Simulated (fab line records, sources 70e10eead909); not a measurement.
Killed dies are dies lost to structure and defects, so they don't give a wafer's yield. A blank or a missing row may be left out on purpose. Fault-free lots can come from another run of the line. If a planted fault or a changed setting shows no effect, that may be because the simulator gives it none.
fab line records	flow nand-harc
record lots=13	wafers=39	last-day=24
route steps=1159 shown A_CONTACT@871 A_M1@1051 A_BONDPAD@1075 END@1159
lots that met no fault: taken from a fault-free run of the same line
start-h: hours from the record's first day to the start of the lot's first wafer shown	wait-h: hours elapsed since this lot's preceding step	" as in the row above	L1.1+2: a single row standing in for several wafers	- either no value or no given start	* or withheld: withheld	< > ~ a bound
route shown NAME@n: names a module that has steps shown in the file, with the first one's number in the route	usual: mean/standard deviation taken from wafers without a fault	same: alike in all rows	chamber/n: place in a boat	sites: per-site readings	_std_site: standard deviation across them	_edge_site: mean of outer sites minus mean of inner sites	radius-mm: for every site, how far away it sits from the centre of the wafer	mask NAME#n: copy n	behind: the tool/chamber that last shaped the wafer	hold: reason for holding the lot/hours on hold/outcome of the hold	device: names the non-switching transistor (n, p or np)	end of line: tests run on the same wafers once the route is complete	a step given without rows: its recipe and nothing more	killed: at the first sort, the dies lost to defects and structure; wafer yield is something else	map: the dies of a wafer, with x for killed, . for not killed, _ for no die there
set.NAME: the setting the step ran with; set.NAME@STEP: the setting that earlier step ran with	model.NAME: the simulator's own value behind a step, which no gauge read
one table for each step of the route and one row for each wafer, over a sample of lots
services: the hour from which a tool's chamber was out of use, counted from the record's first day as start-h (under 0 if before that day), plus the number of hours and why
## steps
# step NHARC_A_CONTACT_ETCH_120
# recipe source-w=withheld	pressure-mtorr=20	bias-v=3000	time-s=94	target-depth-a=9220	ar-flow-sccm=withheld	c4f8-flow-sccm=withheld	o2-flow-sccm=withheld	chemistry=C4F8/O2/Ar
lot.wafer	tool	chamber	start-h	wait-h	rf-hours-counter-h
L338.1	har-cap-etch-02	0	379.38	0.1	11
L338.3	"	0	"	"	-
L338.6	"	1	"	"	-
L340.1	har-cap-etch-02	1	381.31	0.1	12
L340.2	"	0	"	"	12
L340.6	"	1	"	"	-
L337.1	har-cap-etch-03	1	385.61	0.1	85
L337.4	"	0	"	"	-
L337.6	"	1	"	"	-
L339.1	har-cap-etch-01	0	387.12	0.1	59
L339.3	"	1	"	"	-
L339.6	"	0	"	"	-
L342.2	har-cap-etch-03	1	405.20	0.1	90
L342.3	"	1	"	"	-
L342.4	"	0	"	"	-
L341.1	har-cap-etch-02	0	412.95	0.1	18
L341.3	"	1	"	"	-
L341.4	"	0	"	"	-
L344.1	har-cap-etch-03	1	414.57	0.1	91
L344.4	"	0	"	"	-
L344.3	"	1	"	"	-
L343.1	har-cap-etch-03	0	429.98	0.1	94
L343.3	"	1	"	"	-
L343.5	"	0	"	"	-
L348.4	har-cap-etch-03	1	446.31	0.1	-
L348.5	"	1	"	"	-
L348.6	"	0	"	"	-
L346.1	har-cap-etch-02	0	450.76	0.1	23
L346.3	"	0	"	"	-
L346.4	"	1	"	"	-
L350.3	har-cap-etch-02	1	457.17	0.1	-
L350.6	"	1	"	"	-
L350.5	"	0	"	"	-
L353.2	har-cap-etch-03	1	498.69	0.1	106
L353.6	"	0	"	"	-
L353.5	"	1	"	"	-
L356.1	har-cap-etch-03	0	502.22	0.1	107
L356.2	"	1	"	"	107
L356.4	"	1	"	"	-
# step NHARC_A_M1_ANNEAL_31
# recipe temp-c=225	time-s=90
# usual wafer_temp_C_max=226.3/0.35
lot.wafer	tool	chamber	start-h	wait-h	wafer_temp_C_max
L338.1	rtp-anneal-02	0	413.36	0.3	227.0
L338.3	"	0	"	"	226.6
L338.6	"	0	"	"	226.1
L340.1	rtp-anneal-01	0	413.82	-	225.8
L340.2	"	0	"	"	226.3
L340.6	"	0	"	"	225.9
L339.1	rtp-anneal-01	0	418.42	0.3	225.9
L339.3	"	0	"	"	226.0
L339.6	"	0	"	"	226.2
L337.1	rtp-anneal-01	0	418.73	-	226.1
L337.4	"	0	"	"	226.3
L337.6	"	0	"	"	226.3
L342.2	rtp-anneal-02	0	436.25	-	226.5
L342.3	"	0	"	"	226.1
L342.4	"	0	"	"	226.8
L341.1	rtp-anneal-02	0	442.36	-	226.4
L341.3	"	0	"	"	226.6
L341.4	"	0	"	"	226.8
L344.1	rtp-anneal-01	0	446.20	0.3	226.3
L344.3	"	0	"	"	226.4
L344.4	"	0	"	"	226.1
L343.1	rtp-anneal-02	0	460.32	-	226.4
L343.3	"	0	"	"	226.4
L343.5	"	0	"	"	226.1
L348.4	rtp-anneal-02	0	480.36	0.3	226.2
L348.5	"	0	"	"	226.7
L348.6	"	0	"	"	226.5
L346.1	rtp-anneal-02	0	480.75	-	226.5
L346.3	"	0	"	"	226.2
L346.4	"	0	"	"	226.2
L350.3	rtp-anneal-01	0	494.00	0.3	226.1
L350.5	"	0	"	"	225.9
L350.6	"	0	"	"	225.7
L353.2	rtp-anneal-02	0	527.65	0.3	226.3
L353.5	"	0	"	"	226.8
L353.6	"	0	"	"	226.3
L356.1	rtp-anneal-01	0	532.23	-	226.3
L356.2	"	0	"	"	226.0
L356.4	"	0	"	"	225.7
# step NHARC_A_BONDPAD_DESCUM_11
# recipe time-s=3	o2-flow-sccm=200	ar-flow-sccm=0	bias-power-w=0	chemistry=O2
# usual drypump-motor-current-A=5.6/0.45	mfc-ar-sccm=0.011/0.012	oes-product-au=0.996/0.0092	rf-vpp-V=57.8/1	showerhead-plenum-p-Torr=1.91/0.11	throttle-valve-pct=11.311/0.0097
lot.wafer	tool	chamber	start-h	wait-h	drypump-motor-current-A	mfc-ar-sccm	oes-product-au	rf-hours-counter-h	rf-vpp-V	showerhead-plenum-p-Torr	throttle-valve-pct
L338.3	rie-diel-06	1	417.01	-	4.8	0	1.008	7	56.8	1.79	11.314
L338.1	"	2	"	"	6.0	0.007	0.998	6	55.7	1.78	11.319
L338.6	"	1	"	"	4.8	0	0.991	-	58.6	1.79	11.293
L340.2	rie-diel-03	3	417.68	-	5.3	0	0.996	4	58.8	2.08	11.299
L340.1	"	2	"	"	5.7	0.030	0.995	3	58.0	2.03	11.327
L340.6	"	0	"	"	5.6	0.008	0.989	-	56.4	1.91	11.306
L339.1	rie-diel-03	2	421.38	-	5.7	0.030	0.999	4	58.9	2.03	11.322
L339.3	"	3	"	"	5.3	0	1.001	4	59.1	2.07	11.315
L339.6	"	3	"	"	5.3	0	1.005	-	58.6	2.08	11.302
L337.1	rie-diel-03	2	421.73	-	5.7	0.030	1.005	4	59.1	2.03	11.317
L337.4	"	1	"	"	6.4	0	0.979	3	57.4	1.78	11.294
L337.6	"	3	"	"	5.3	0	1.006	-	59.8	2.07	11.323
L342.3	rie-diel-06	2	439.14	-	6.0	0.007	1.000	0	57.2	1.78	11.328
L342.4	"	3	"	"	5.8	0.031	0.992	0	58.6	1.98	11.298
L342.2	"	0	"	"	5.5	0.012	0.993	0	60.3	1.91	11.303
L341.1	rie-diel-03	2	445.20	-	5.7	0.030	0.993	7	58.3	2.03	11.295
L341.4	"	0	"	"	5.5	0.008	0.983	7	59.1	1.91	11.321
L341.3	"	1	"	"	6.4	0	0.974	7	56.5	1.78	11.310
L344.1	rie-diel-03	1	449.15	-	6.4	0	0.971	7	56.2	1.78	11.308
L344.4	"	3	"	"	5.3	0	1.004	8	58.5	2.07	11.304
L344.3	"	0	"	"	5.5	0.008	0.984	8	57.5	1.91	11.317
L343.3	rie-diel-06	2	463.29	-	6.0	0.007	0.991	1	58.1	1.78	11.311
L343.1	"	0	"	"	5.5	0.012	1.002	1	58.4	1.91	11.319
L343.5	"	2	"	"	6.1	0.007	0.995	-	57.2	1.78	11.315
L348.4	rie-diel-03	3	483.06	-	5.3	0	1.001	14	59.1	2.07	11.306
L348.6	"	1	"	"	6.4	0	0.983	-	57.1	1.78	11.289
L348.5	"	2	"	"	5.7	0.030	0.992	-	58.6	2.02	11.316
L346.1	rie-diel-05	0	483.75	-	6.3	0.009	0.995	53	57.1	1.90	11.306
L346.4	"	1	"	"	5.6	0.008	0.997	54	58.8	1.81	11.301
L346.3	"	3	"	"	5.3	0	1.019	54	58.0	1.94	11.333
L350.3	rie-diel-06	1	496.87	-	4.8	0	0.984	2	57.1	1.79	11.312
L350.5	"	3	"	"	5.8	0.031	1.007	-	58.4	1.98	11.315
L350.6	"	0	"	"	5.5	0.012	0.998	-	57.7	1.91	11.304
L353.2	rie-diel-06	3	530.72	-	5.7	0.031	0.992	4	57.9	1.98	11.300
L353.5	"	1	"	"	4.8	0	0.998	-	56.8	1.79	11.330
L353.6	"	2	"	"	6.0	0.007	0.998	-	56.7	1.78	11.300
L356.2	rie-diel-03	3	535.19	-	5.2	0	1.008	25	58.7	2.07	11.320
L356.4	"	0	"	"	5.6	0.008	0.982	21	59.3	1.91	11.321
L356.1	"	2	"	"	5.7	0.030	0.999	24	58.8	2.02	11.320
# step NHARC_A_BONDPAD_CD_MEAS_13
# usual cd-nm=500.6/1.9
lot.wafer	tool	chamber	start-h	wait-h	cd-nm
L338.1	cd-sem-01	-	417.37	-	504.2
L338.3	"	-	"	"	502.9
L338.6	"	-	"	"	501.1
L340.1	cd-sem-03	-	418.01	-	499.1
L340.2	"	-	"	"	497.4
L340.6	"	-	"	"	497.4
L339.1	cd-sem-01	-	421.69	-	502.7
L339.3	"	-	"	"	498.5
L339.6	"	-	"	"	501.0
L337.1	cd-sem-01	-	422.11	-	498.6
L337.4	"	-	"	"	501.8
L337.6	"	-	"	"	502.6
L342.2	cd-sem-03	-	439.46	-	498.3
L342.3	"	-	"	"	500.7
L342.4	"	-	"	"	501.5
L341.1	cd-sem-02	-	445.51	-	503.2
L341.3	"	-	"	"	501.9
L341.4	"	-	"	"	501.3
L344.1	cd-sem-02	-	449.47	-	502.3
L344.3	"	-	"	"	499.6
L344.4	"	-	"	"	502.2
L343.1	cd-sem-02	-	463.61	-	499.0
L343.3	"	-	"	"	502.7
L343.5	"	-	"	"	503.4
L348.4	cd-sem-02	-	483.37	-	500.9
L348.5	"	-	"	"	502.7
L348.6	"	-	"	"	501.2
L346.1	cd-sem-02	-	484.07	-	500.0
L346.3	"	-	"	"	501.7
L346.4	"	-	"	"	500.1
L350.3	cd-sem-01	-	497.18	-	498.5
L350.5	"	-	"	"	499.9
L350.6	"	-	"	"	497.9
L353.2	cd-sem-02	-	531.03	-	498.9
L353.5	"	-	"	"	501.7
L353.6	"	-	"	"	500.6
L356.1	cd-sem-02	-	535.51	-	500.3
L356.2	"	-	"	"	500.2
L356.4	"	-	"	"	500.1
# step NHARC_END_SORT_01
# recipe temp-c=25
# usual killed-at-array=25/9.2	killed-at-other=0.9/1.3	killed-at-periphery=3.3/2.3	killed-dies=29/9.6	killed-open=3.2/1.8	killed-short=2/1.4
# same gross-dies=677
lot.wafer	tool	chamber	start-h	wait-h	killed-at-array	killed-at-other	killed-at-periphery	killed-dies	killed-open	killed-short
L353.2	prober-02	0	568.04	2.8	86	1	3	90	2	2
L353.5	prober-02	0	570.39	3.6	102	0	2	104	3	1
L353.6	prober-02	0	571.17	3.9	37	0	6	43	3	0
L356.1	prober-02	0	575.00	2.5	39	0	5	44	2	1
L356.2	prober-02	0	575.80	2.8	103	1	5	109	3	1
L356.4	prober-02	0	577.40	3.4	104	1	3	108	1	0
# killed by level:class
L353.2 A_CONTACT:unspecified=63 A_CHANNEL_HOLE_D1:chamber-film-flake=11 A_SLIT:chamber-film-flake=8 P_M1:geometric-particle:open=1 P_M1:geometric-particle:short=1 A_CHANNEL_HOLE_D1:geometric-particle:short=1 A_WL_FILL:geometric-particle:open=1 P_STI:chamber-film-flake=1
L353.5 A_CONTACT:unspecified=74 A_SLIT:chamber-film-flake=11 A_CHANNEL_HOLE_D1:chamber-film-flake=11 A_CONTACT:chamber-film-flake=3 P_CONTACT:geometric-particle:open=1 A_ONON_D1:geometric-particle:open=1 A_CHANNEL_FILL_D1:geometric-particle:open=1 A_CHANNEL_FILL_D1:geometric-particle:short=1
L353.6 A_CHANNEL_HOLE_D1:chamber-film-flake=20 A_SLIT:chamber-film-flake=11 A_CONTACT:chamber-film-flake=4 P_STI:geometric-particle:open=2 P_STI:chamber-film-flake=2 P_M1:chamber-film-flake=2 A_ONON_D1:geometric-particle:open=1 A_ZERO_WELL:chamber-film-flake=1
L356.1 A_CHANNEL_HOLE_D1:chamber-film-flake=16 A_SLIT:chamber-film-flake=11 A_CONTACT:chamber-film-flake=8 P_M2:chamber-film-flake=4 A_ONON_D1:geometric-particle:open=1 A_CONTACT:geometric-particle:short=1 A_BLC:geometric-particle:open=1 P_GATE:chamber-film-flake=1
L356.2 A_CONTACT:unspecified=61 A_CHANNEL_HOLE_D1:chamber-film-flake=19 A_SLIT:chamber-film-flake=15 A_CONTACT:chamber-film-flake=5 P_M2:chamber-film-flake=2 P_GATE:geometric-particle:open=1 P_GATE:geometric-particle:short=1 A_ONON_D1:geometric-particle:open=1
L356.4 A_CONTACT:unspecified=71 A_SLIT:chamber-film-flake=14 A_CHANNEL_HOLE_D1:chamber-film-flake=11 A_CONTACT:chamber-film-flake=5 P_M2:chamber-film-flake=3 A_WL_FILL:chamber-film-flake=2 A_BLC:geometric-particle:open=1 THIN_TSV:chamber-film-flake=1
## services
tool	chamber	start-h	hours	kind
rie-diel-06	2	359.52	9.2	repair
rie-diel-03	0	371.35	-	clean
rie-diel-03	1	371.35	-	clean
rie-diel-03	2	371.35	-	clean
rie-diel-03	3	371.35	-	clean
rie-diel-06	-	379.23	0.7	repair
rie-diel-03	-	392.30	9.0	pm
rie-diel-03	0	392.30	9.0	vent-cycle
rie-diel-03	1	392.30	9.0	vent-cycle
rie-diel-03	2	392.30	9.0	vent-cycle
rie-diel-03	3	392.30	9.0	vent-cycle
rie-diel-06	3	393.27	5.8	repair
rtp-anneal-02	-	397.18	2.6	repair
rie-diel-03	0	401.30	-	clean
rie-diel-03	1	401.30	-	clean
rie-diel-03	2	401.30	-	clean
rie-diel-03	3	401.30	-	clean
rie-diel-03	3	401.30	-	consumable-replace:focus-ring
rie-diel-06	3	414.76	2.9	repair
rie-diel-06	-	418.33	9.0	pm
rie-diel-06	-	429.95	0.6	repair
har-cap-etch-03	-	496.44	0.7	repair
rie-diel-03	0	507.85	12.3	repair
rie-diel-05	-	517.68	9.0	pm
## key
first-sign step=NHARC_END_SORT_01	reading=killed-at-array	direction=up	sigmas=8	usual=25	struck=99
effect step=NHARC_END_SORT_01	reading=killed-dies	direction=up	sigmas=7.6	usual=29	struck=103
more-kills-born-at NHARC_A_CONTACT_ETCH_120@har-cap-etch-03=257
met-at NHARC_A_CONTACT_ETCH_120
struck-lots L353,L356
struck-wafers L353.2,L353.5,L356.2,L356.4
tester-left-out L353,L356
not-acting-at NHARC_A_M1_ANNEAL_31,NHARC_A_BONDPAD_DESCUM_11,NHARC_A_BONDPAD_CD_MEAS_13
onset-between 446.31 498.69
fault kind=chamber-particle-source	tool=har-cap-etch-03	chamber=1	onset-h=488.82	steps=NHARC_A_CONTACT_ETCH_120	rate-per-visit-cm2=0.39267	end-h=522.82
# tester-left-out: of these lots the tester's yield and bins aren't shown, on N5 and GAA mostly nor the transistor test; their killed dies are dies lost to structure and defects alone, not to doping, threshold or leakage, so they don't give the yield
